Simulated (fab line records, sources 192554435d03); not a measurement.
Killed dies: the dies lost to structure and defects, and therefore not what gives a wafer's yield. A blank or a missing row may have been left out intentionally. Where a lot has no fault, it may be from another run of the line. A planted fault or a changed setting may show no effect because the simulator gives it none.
Chamber matching	flow n5-finfet	4 sister chambers for N5_MOL_CONTACT_COAG_CMP_28 on cmp-04
The step polishes, stops on SiNx, t overpolish 0.85 s, target thk 14.522 nm. 4 wafers are shown with their chamber, then 7 later ones without.

## WAFERS, EACH WITH ITS CHAMBER
wafer	chamber	motor-current-A (A)
L084.1	3	12.7
L087.5	2	11.3
L090.1	1	9.8
L090.3	0	11.5

## WAFERS WITHOUT THEIR CHAMBER
wafer	motor-current-A (A)
L090.6	12.0
L091.1	12.7
L091.2	10.0
L091.4	12.0
L092.1	12.0
L092.2	9.4
L092.3	12.5

## EACH ONE'S CHAMBER
wafer	from the rows above	in truth
L090.6	can't be placed: 0 or 2 or 3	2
L091.1	3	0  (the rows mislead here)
L091.2	1	1
L091.4	can't be placed: 0 or 2 or 3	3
L092.1	can't be placed: 0 or 2 or 3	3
L092.2	1	1
L092.3	3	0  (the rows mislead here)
Correct placement for 2 of the 7. Not placeable from these rows: 3 (in 3, the candidates include the true chamber). Number placed wrongly: 2.
How it was worked out, from the rows above alone: a wafer's distance from a chamber is the root of the sum, over the readings, of the square of ((its reading less the chamber's mean) divided by the reading's scatter). The wafer belongs to the nearest chamber; if the next one is less than 2 further off, it can't be placed. The mean given for a chamber averages the wafers shown for that chamber. The scatter: root of mean squared gap, hidden wafer to nearest shown wafer, with one shown wafer a chamber.
